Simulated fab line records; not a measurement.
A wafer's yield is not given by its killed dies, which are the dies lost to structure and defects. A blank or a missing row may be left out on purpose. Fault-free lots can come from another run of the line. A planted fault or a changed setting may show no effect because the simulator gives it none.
The tool behind it: which one? | flow n5Finfet | 72 wafers from 24 lots sampled at 6 of the route's 1938 steps

WHAT EACH GAUGE READ, for each wafer
Not one reading of a measure or inspect step in the record can be checked against a usual standard deviation.

TOOL THAT RAN EACH LOT (tool first, then ch and the chambers of the sampled wafers, then the start)
lot  | N5_MOL_CONTACT_COAG_ETCH_65       | N5_MOL_CONTACT_COAG_ETCHBACK_134  | N5_MOL_CONTACT_COAG_CVD_140  | N5_BEOL_M0_SAQP_HM_DEP_02   | N5_BEOL_M0_SAQP_ETCH_101          | N5_BEOL_M0_SAQP_RECESS_109
L074 | rieDiel-04 ch 0,1, day 5 04:32    | rieDiel-04 ch 1,2, day 5 04:53    | cvdW-01 ch 0,1, day 5 05:31  | pvdSputter-01, day 5 09:38  | rieDiel-01 ch 2,3, day 5 12:05    | vaporEtch-02 ch 0,1, day 5 12:55
L075 | rieDiel-02 ch 1,3, day 5 09:04    | rieDiel-02 ch 1,3, day 5 09:47    | cvdW-02 ch 0,1, day 5 10:25  | pvdSputter-01, day 5 15:03  | rieDiel-01 ch 2,3, day 5 17:26    | vaporEtch-02 ch 0,1, day 5 18:16
L076 | rieDiel-02 ch 0,1,3, day 5 20:08  | rieDiel-04 ch 1,2, day 5 20:25    | cvdW-01 ch 0,1, day 5 21:14  | pvdSputter-01, day 6 01:58  | rieDiel-06 ch 0,1,3, day 6 04:34  | vaporEtch-01 ch 0,1, day 6 05:28
L077 | rieDiel-02 ch 0,2,3, day 6 02:10  | rieDiel-04 ch 0,2,3, day 6 02:31  | cvdW-01 ch 0,1, day 6 03:09  | pvdSputter-01, day 6 08:22  | rieDiel-05 ch 0,2,3, day 6 10:53  | vaporEtch-01 ch 0,1, day 6 11:43
L078 | rieDiel-02 ch 2,3, day 6 08:11    | rieDiel-04 ch 0,1, day 6 08:28    | cvdW-01 ch 0,1, day 6 09:06  | pvdSputter-02, day 6 14:23  | rieDiel-05 ch 0,1,3, day 6 17:01  | vaporEtch-01 ch 0,1, day 6 17:53
L079 | rieDiel-02 ch 1,2, day 6 10:45    | rieDiel-04 ch 1,2, day 6 11:19    | cvdW-02 ch 0,1, day 6 11:57  | pvdSputter-03, day 6 18:06  | rieDiel-05 ch 0,3, day 6 21:35    | vaporEtch-01 ch 0,1, day 6 22:25
L080 | rieDiel-02 ch 0,1,2, day 6 14:34  | rieDiel-02 ch 1,2, day 6 14:50    | cvdW-02 ch 0,1, day 6 15:32  | pvdSputter-02, day 6 19:58  | rieDiel-01 ch 1,2, day 6 22:34    | vaporEtch-01 ch 0, day 6 23:43
L081 | rieDiel-03 ch 1,2,3, day 6 23:10  | rieDiel-03 ch 0,1,2, day 6 23:26  | cvdW-02 ch 0,1, day 7 00:05  | pvdSputter-01, day 7 05:55  | rieDiel-05 ch 0,1,2, day 7 08:46  | vaporEtch-02 ch 0,1, day 7 09:36
L082 | rieDiel-04 ch 1,3, day 7 04:42    | rieDiel-04 ch 1,3, day 7 06:01    | cvdW-02 ch 0,1, day 7 06:39  | pvdSputter-02, day 7 10:52  | rieDiel-06 ch 1,2, day 7 13:28    | vaporEtch-02 ch 0,1, day 7 14:17
L083 | rieDiel-04 ch 1,2,3, day 7 08:47  | rieDiel-03 ch 0,1,3, day 7 09:16  | cvdW-01 ch 0,1, day 7 10:06  | pvdSputter-01, day 7 15:11  | rieDiel-01 ch 1,2, day 7 18:05    | vaporEtch-01 ch 0,1, day 7 19:07
L084 | rieDiel-02 ch 0,1, day 7 12:07    | rieDiel-02 ch 1,3, day 7 12:23    | cvdW-01 ch 0, day 7 13:02    | pvdSputter-01, day 7 17:28  | rieDiel-01 ch 1,2, day 7 20:46    | vaporEtch-01 ch 0,1, day 7 21:36
L085 | rieDiel-02 ch 1,3, day 7 22:01    | rieDiel-03 ch 2,3, day 7 22:28    | cvdW-02 ch 0,1, day 7 23:11  | pvdSputter-01, day 8 04:40  | rieDiel-05 ch 0,2, day 8 08:42    | vaporEtch-01 ch 0,1, day 8 09:34
L086 | rieDiel-03 ch 1,2,3, day 8 08:33  | rieDiel-02 ch 1,2, day 8 08:50    | cvdW-02 ch 0,1, day 8 09:33  | pvdSputter-01, day 8 14:26  | rieDiel-06 ch 0,1,3, day 8 17:21  | vaporEtch-02 ch 0,1, day 8 18:19
L087 | rieDiel-03 ch 0,1,3, day 8 16:56  | rieDiel-02 ch 0,1, day 8 17:12    | cvdW-02 ch 0,1, day 8 17:50  | pvdSputter-03, day 8 23:56  | rieDiel-06 ch 2,3, day 9 02:52    | vaporEtch-01 ch 0,1, day 9 03:41
L088 | rieDiel-03 ch 0,1,3, day 8 17:07  | rieDiel-03 ch 0,1,2, day 8 17:23  | cvdW-01 ch 0,1, day 8 18:02  | pvdSputter-02, day 9 01:02  | rieDiel-01 ch 0,1,2, day 9 03:40  | vaporEtch-02 ch 0,1, day 9 04:29
L089 | rieDiel-04 ch 0,1,2, day 8 20:38  | rieDiel-02 ch 1,2,3, day 8 22:18  | cvdW-02 ch 0,1, day 8 23:01  | pvdSputter-01, day 9 06:10  | rieDiel-06 ch 0,2,3, day 9 08:40  | vaporEtch-02 ch 0,1, day 9 09:32
L090 | rieDiel-04 ch 2,3, day 9 01:07    | rieDiel-03 ch 2,3, day 9 01:59    | cvdW-01 ch 0,1, day 9 02:38  | pvdSputter-03, day 9 08:00  | rieDiel-05 ch 1,2,3, day 9 10:53  | vaporEtch-01 ch 0,1, day 9 11:43
L091 | rieDiel-02 ch 0,1,2, day 9 08:57  | rieDiel-04 ch 0,2,3, day 9 09:14  | cvdW-02 ch 0,1, day 9 09:52  | pvdSputter-03, day 9 14:04  | rieDiel-05 ch 0,1,2, day 9 16:51  | vaporEtch-02 ch 0,1, day 9 17:49
L092 | rieDiel-02 ch 0,1,3, day 9 17:02  | rieDiel-03 ch 0,2,3, day 9 17:20  | cvdW-01 ch 0,1, day 9 18:10  | pvdSputter-03, day 9 22:32  | rieDiel-01 ch 0,2,3, day 10 00:56 | vaporEtch-01 ch 0,1, day 10 01:46
L093 | rieDiel-03 ch 2,3, day 9 19:20    | rieDiel-04 ch 0,2,3, day 9 19:43  | cvdW-02 ch 0,1, day 9 20:23  | pvdSputter-02, day 10 02:48 | rieDiel-06 ch 0,2, day 10 05:39   | vaporEtch-01 ch 0,1, day 10 06:29
L094 | rieDiel-04 ch 0,2,3, day 10 05:41 | rieDiel-02 ch 1,3, day 10 05:57   | cvdW-02 ch 0,1, day 10 06:46 | pvdSputter-01, day 10 11:35 | rieDiel-01 ch 0,1,3, day 10 14:05 | vaporEtch-01 ch 0,1, day 10 14:55
L095 | rieDiel-03 ch 0,2, day 10 08:34   | rieDiel-04 ch 1,2,3, day 10 08:50 | cvdW-02 ch 0,1, day 10 09:34 | pvdSputter-03, day 10 15:11 | rieDiel-01 ch 0,1,2, day 10 18:04 | vaporEtch-01 ch 0,1, day 10 18:56
L096 | rieDiel-03 ch 0,1, day 10 17:32   | rieDiel-02 ch 0,3, day 10 17:56   | cvdW-02 ch 0,1, day 10 18:34 | pvdSputter-01, day 10 22:41 | rieDiel-06 ch 1,2,3, day 11 01:40 | vaporEtch-01 ch 0,1, day 11 02:29
L097 | rieDiel-04 ch 0,3, day 10 22:52   | rieDiel-04 ch 0,3, day 11 00:10   | cvdW-02 ch 0,1, day 11 00:53 | pvdSputter-02, day 11 06:17 | rieDiel-06 ch 0,1, day 11 08:41   | vaporEtch-01 ch 0,1, day 11 09:46
- N5_MOL_CONTACT_COAG_ETCH_65: etches underlayer in N2/H2, target depth 13 nm, time 10.4 s.
- N5_MOL_CONTACT_COAG_ETCHBACK_134: etches SiO2 in CHF3, target depth 10 nm, time 6.7 s.
- N5_MOL_CONTACT_COAG_CVD_140: deposits W, target thk 66.5 nm, time 215 s.
- N5_BEOL_M0_SAQP_HM_DEP_02: deposits TiN, target thk 12 nm.
- N5_BEOL_M0_SAQP_ETCH_101: etches SiNx in CH3F/O2, target depth 29.9 nm, time 42.7 s.
- N5_BEOL_M0_SAQP_RECESS_109: chemistry HF/NH3, target SiO2, target depth 3 nm, afs cycles 1, sublimation time 60 s.

AS READ BY THE TOOLS THEMSELVES (means over the sampled wafers that have a number; for cases with no such wafer, the mark the record gives instead)
N5_MOL_CONTACT_COAG_ETCH_65. Usual: drypumpMotorCurrentA 6.0 A, standard deviation 0.37; etchRfOnTimeS 10.49 s, standard deviation 0.22; oesProductAu 0.66 a.u., standard deviation 0.069; rfVppV 523.4 V, standard deviation 2.4; showerheadPlenumPTorr 2.53 Torr, standard deviation 0.082; throttleValvePct 17.84 %, standard deviation 0.22.
lot  | tool       | drypumpMotorCurrentA (A) | etchRfOnTimeS (s) | oesProductAu (a.u.) | rfVppV (V) | showerheadPlenumPTorr (Torr) | throttleValvePct (%) | flag
L074 | rieDiel-04 | 6.1                      | 10.55             | 0.69                | 520.1      | 2.45                         | 17.53                | 
L075 | rieDiel-02 | 5.7                      | 10.58             | 0.59                | 525.7      | 2.58                         | 18.04                | 
L076 | rieDiel-02 | 6.0                      | 10.35             | 0.65                | 523.4      | 2.53                         | 17.88                | 
L077 | rieDiel-02 | 5.9                      | 10.71             | 0.65                | 525.6      | 2.58                         | 17.92                | 
L078 | rieDiel-02 | 5.6                      | 10.90             | 0.58                | 525.9      | 2.62                         | 18.11                | 
L079 | rieDiel-02 | 6.0                      | 10.47             | 0.62                | 523.7      | 2.56                         | 17.74                | 
L080 | rieDiel-02 | 6.1                      | 10.63             | 0.66                | 524.0      | 2.54                         | 17.76                | 
L081 | rieDiel-03 | 6.1                      | 10.44             | 0.63                | 521.8      | 2.50                         | 17.95                | 
L082 | rieDiel-04 | 5.5                      | 10.29             | 0.77                | 523.6      | 2.56                         | 17.82                | 
L083 | rieDiel-04 | 5.8                      | 10.44             | 0.71                | 523.5      | 2.53                         | 17.81                | 
L084 | rieDiel-02 | 6.2                      | 10.38             | 0.64                | 523.1      | 2.50                         | 17.72                | 
L085 | rieDiel-02 | 5.7                      | 10.52             | 0.72                | 525.5      | 2.58                         | 17.78                | 
L086 | rieDiel-03 | 6.1                      | 10.54             | 0.62                | 523.0      | 2.49                         | 17.97                | 
L087 | rieDiel-03 | 6.2                      | 10.63             | 0.61                | 521.2      | 2.45                         | 17.95                | 
L088 | rieDiel-03 | 6.2                      | 10.74             | 0.61                | 520.5      | 2.45                         | 17.95                | 
L089 | rieDiel-04 | 6.1                      | 10.28             | 0.71                | 524.6      | 2.56                         | 17.65                | 
L090 | rieDiel-04 | 5.5                      | 10.34             | 0.71                | 524.5      | 2.57                         | 18.07                | 
L091 | rieDiel-02 | 6.1                      | 10.40             | 0.65                | 523.5      | 2.53                         | 17.79                | 
L092 | rieDiel-02 | 6.0                      | 10.45             | 0.68                | 524.1      | 2.52                         | 17.79                | 
L093 | rieDiel-03 | 5.8                      | 10.40             | 0.62                | 521.8      | 2.46                         | 17.99                | 
L094 | rieDiel-04 | 5.7                      | 10.34             | 0.71                | 524.5      | 2.60                         | 17.88                | 
L095 | rieDiel-03 | 5.9                      | 10.49             | 0.63                | 522.1      | 2.48                         | 17.78                | 
L096 | rieDiel-03 | 6.2                      | 10.60             | 0.61                | 521.5      | 2.46                         | 17.87                | 
L097 | rieDiel-04 | 5.3                      | 10.34             | 0.74                | 526.1      | 2.63                         | 17.89                | 

N5_MOL_CONTACT_COAG_ETCHBACK_134. Usual: drypumpMotorCurrentA 5.9 A, standard deviation 0.38; oesProductAu 0.78 a.u., standard deviation 0.083; rfVppV 526 V, standard deviation 9.9; showerheadPlenumPTorr 2.36 Torr, standard deviation 0.072; throttleValvePct 18.68 %, standard deviation 0.18.
lot  | tool       | drypumpMotorCurrentA (A) | oesProductAu (a.u.) | rfVppV (V) | showerheadPlenumPTorr (Torr) | throttleValvePct (%) | flag
L074 | rieDiel-04 | 6.2                      | 0.81                | 520        | 2.33                         | 18.44                | 
L075 | rieDiel-02 | 5.9                      | 0.70                | 528        | 2.41                         | 18.80                | 
L076 | rieDiel-04 | 6.2                      | 0.81                | 520        | 2.33                         | 18.45                | 
L077 | rieDiel-04 | 5.6                      | 0.79                | 530        | 2.35                         | 18.73                | 
L078 | rieDiel-04 | 5.9                      | 0.74                | 515        | 2.28                         | 18.59                | 
L079 | rieDiel-04 | 6.2                      | 0.81                | 521        | 2.32                         | 18.45                | 
L080 | rieDiel-02 | 6.0                      | 0.72                | 524        | 2.41                         | 18.62                | 
L081 | rieDiel-03 | 6.1                      | 0.76                | 517        | 2.35                         | 18.69                | 
L082 | rieDiel-04 | 5.5                      | 0.90                | 531        | 2.38                         | 18.60                | 
L083 | rieDiel-03 | 6.2                      | 0.73                | 526        | 2.31                         | 18.80                | 
L084 | rieDiel-02 | 5.7                      | 0.87                | 532        | 2.42                         | 18.74                | 
L085 | rieDiel-03 | 5.8                      | 0.74                | 526        | 2.31                         | 18.84                | 
L086 | rieDiel-02 | 6.0                      | 0.71                | 523        | 2.40                         | 18.64                | 
L087 | rieDiel-02 | 6.2                      | 0.80                | 522        | 2.33                         | 18.66                | 
L088 | rieDiel-03 | 6.1                      | 0.75                | 518        | 2.34                         | 18.72                | 
L089 | rieDiel-02 | 5.8                      | 0.77                | 528        | 2.43                         | 18.71                | 
L090 | rieDiel-03 | 5.8                      | 0.76                | 516        | 2.36                         | 18.76                | 
L091 | rieDiel-04 | 5.7                      | 0.84                | 533        | 2.43                         | 18.64                | 
L092 | rieDiel-03 | 5.9                      | 0.74                | 523        | 2.31                         | 18.77                | 
L093 | rieDiel-04 | 5.7                      | 0.83                | 533        | 2.43                         | 18.65                | 
L094 | rieDiel-02 | 5.9                      | 0.75                | 528        | 2.39                         | 18.73                | 
L095 | rieDiel-04 | 5.8                      | 0.79                | 530        | 2.35                         | 18.65                | 
L096 | rieDiel-02 | 5.8                      | 0.85                | 531        | 2.40                         | 18.78                | 
L097 | rieDiel-04 | 5.6                      | 0.88                | 530        | 2.49                         | 18.50                | 

N5_MOL_CONTACT_COAG_CVD_140. Usual: 502 W for heaterPowerW, sd 35.
lot  | tool    | heaterPowerW (W) | flag
L074 | cvdW-01 | 506              | 
L075 | cvdW-02 | 481              | 
L076 | cvdW-01 | 495              | 
L077 | cvdW-01 | 506              | 
L078 | cvdW-01 | 512              | 
L079 | cvdW-02 | 512              | 
L080 | cvdW-02 | 488              | 
L081 | cvdW-02 | 483              | 
L082 | cvdW-02 | 511              | 
L083 | cvdW-01 | 506              | 
L084 | cvdW-01 | 520              | 
L085 | cvdW-02 | 519              | 
L086 | cvdW-02 | 488              | 
L087 | cvdW-02 | 512              | 
L088 | cvdW-01 | 514              | 
L089 | cvdW-02 | 481              | 
L090 | cvdW-01 | 497              | 
L091 | cvdW-02 | 496              | 
L092 | cvdW-01 | 504              | 
L093 | cvdW-02 | 492              | 
L094 | cvdW-02 | 517              | 
L095 | cvdW-02 | 481              | 
L096 | cvdW-02 | 512              | 
L097 | cvdW-02 | 515              | 

N5_BEOL_M0_SAQP_HM_DEP_02. Usual: 29.8 % for throttleValvePct, sd 1.1.
lot  | tool          | throttleValvePct (%) | flag
L074 | pvdSputter-01 | 29.8                 | 
L075 | pvdSputter-01 | 29.8                 | 
L076 | pvdSputter-01 | 29.4                 | 
L077 | pvdSputter-01 | 29.6                 | 
L078 | pvdSputter-02 | 29.1                 | 
L079 | pvdSputter-03 | 30.7                 | 
L080 | pvdSputter-02 | 30.9                 | 
L081 | pvdSputter-01 | 29.7                 | 
L082 | pvdSputter-02 | 30.9                 | 
L083 | pvdSputter-01 | 29.4                 | 
L084 | pvdSputter-01 | 30.0                 | 
L085 | pvdSputter-01 | 29.8                 | 
L086 | pvdSputter-01 | 29.9                 | 
L087 | pvdSputter-03 | 30.6                 | 
L088 | pvdSputter-02 | 30.3                 | 
L089 | pvdSputter-01 | 29.0                 | 
L090 | pvdSputter-03 | 30.4                 | 
L091 | pvdSputter-03 | 30.5                 | 
L092 | pvdSputter-03 | 30.6                 | 
L093 | pvdSputter-02 | 28.3                 | 
L094 | pvdSputter-01 | 29.2                 | 
L095 | pvdSputter-03 | 31.0                 | 
L096 | pvdSputter-01 | 29.7                 | 
L097 | pvdSputter-02 | 28.4                 | 

N5_BEOL_M0_SAQP_ETCH_101. Usual: drypumpMotorCurrentA 5.8 A, standard deviation 0.48; oesProductAu 0.76 a.u., standard deviation 0.052; rfVppV 294 V, standard deviation 4.8; showerheadPlenumPTorr 1.98 Torr, standard deviation 0.059; throttleValvePct 16.47 %, standard deviation 0.2.
lot  | tool       | drypumpMotorCurrentA (A) | oesProductAu (a.u.) | rfVppV (V) | showerheadPlenumPTorr (Torr) | throttleValvePct (%) | flag
L074 | rieDiel-01 | 5.8                      | 0.80                | 296        | 1.97                         | 16.37                | 
L075 | rieDiel-01 | 5.8                      | 0.83                | 293        | 1.96                         | 16.30                | 
L076 | rieDiel-06 | 5.7                      | 0.76                | 292        | 2.01                         | 16.41                | 
L077 | rieDiel-05 | 5.6                      | 0.77                | 297        | 1.99                         | 16.47                | 
L078 | rieDiel-05 | 5.2                      | 0.75                | 297        | 1.98                         | 16.49                | 
L079 | rieDiel-05 | 5.5                      | 0.78                | 291        | 1.96                         | 16.35                | 
L080 | rieDiel-01 | 6.2                      | 0.77                | 292        | 1.91                         | 16.44                | 
L081 | rieDiel-05 | 5.8                      | 0.75                | 299        | 1.99                         | 16.61                | 
L082 | rieDiel-06 | 5.6                      | 0.72                | 294        | 2.02                         | 16.64                | 
L083 | rieDiel-01 | 6.2                      | 0.76                | 292        | 1.91                         | 16.46                | 
L084 | rieDiel-01 | 6.2                      | 0.76                | 292        | 1.91                         | 16.46                | 
L085 | rieDiel-05 | 6.1                      | 0.77                | 298        | 1.99                         | 16.60                | 
L086 | rieDiel-06 | 5.7                      | 0.74                | 293        | 2.00                         | 16.44                | 
L087 | rieDiel-06 | 5.9                      | 0.70                | 293        | 1.96                         | 16.60                | 
L088 | rieDiel-01 | 5.9                      | 0.79                | 291        | 1.95                         | 16.38                | 
L089 | rieDiel-06 | 6.0                      | 0.73                | 295        | 2.02                         | 16.45                | 
L090 | rieDiel-05 | 5.4                      | 0.73                | 302        | 2.00                         | 16.65                | 
L091 | rieDiel-05 | 5.8                      | 0.74                | 298        | 1.98                         | 16.65                | 
L092 | rieDiel-01 | 5.6                      | 0.79                | 292        | 1.98                         | 16.37                | 
L093 | rieDiel-06 | 6.1                      | 0.75                | 295        | 2.08                         | 16.31                | 
L094 | rieDiel-01 | 5.8                      | 0.75                | 293        | 1.96                         | 16.49                | 
L095 | rieDiel-01 | 5.8                      | 0.77                | 291        | 1.94                         | 16.41                | 
L096 | rieDiel-06 | 5.8                      | 0.70                | 293        | 1.98                         | 16.66                | 
L097 | rieDiel-06 | 5.9                      | 0.75                | 294        | 2.05                         | 16.32                | 

N5_BEOL_M0_SAQP_RECESS_109. Usual: 5.57 A for drypumpMotorCurrentA, sd 0.28.
lot  | tool         | drypumpMotorCurrentA (A) | flag
L074 | vaporEtch-02 | 5.35                     | 
L075 | vaporEtch-02 | 5.20                     | 
L076 | vaporEtch-01 | 5.67                     | 
L077 | vaporEtch-01 | 5.77                     | 
L078 | vaporEtch-01 | 5.78                     | 
L079 | vaporEtch-01 | 5.76                     | 
L080 | vaporEtch-01 | 5.55                     | 
L081 | vaporEtch-02 | 5.20                     | 
L082 | vaporEtch-02 | 5.34                     | 
L083 | vaporEtch-01 | 5.66                     | 
L084 | vaporEtch-01 | 5.76                     | 
L085 | vaporEtch-01 | 5.67                     | 
L086 | vaporEtch-02 | 5.34                     | 
L087 | vaporEtch-01 | 5.78                     | 
L088 | vaporEtch-02 | 5.34                     | 
L089 | vaporEtch-02 | 5.32                     | 
L090 | vaporEtch-01 | 5.79                     | 
L091 | vaporEtch-02 | 5.33                     | 
L092 | vaporEtch-01 | 5.77                     | 
L093 | vaporEtch-01 | 5.77                     | 
L094 | vaporEtch-01 | 5.67                     | 
L095 | vaporEtch-01 | 5.78                     | 
L096 | vaporEtch-01 | 5.75                     | 
L097 | vaporEtch-01 | 5.68                     | 

THE ANSWER, worked out from the rows above alone
Rule: take the mean of a lot's wafers that have a number; if it is more than 3 standard deviations from the usual mean, the lot is off. Also off: a lot with no number at a reading for which 4 or more lots have one. All remaining lots with rows at the step are treated as sound. Order of review: gauges by route order, followed by the tools' own readings, for which a lot's mean as printed above is used. The first step at which some lot is off is used, and at that step the reading that is off furthest; a lot without a number counts as furthest.
No lot is off on any of the readings shown, so nothing can be concluded from this.

WHAT THE SIMULATOR HAD INSERTED
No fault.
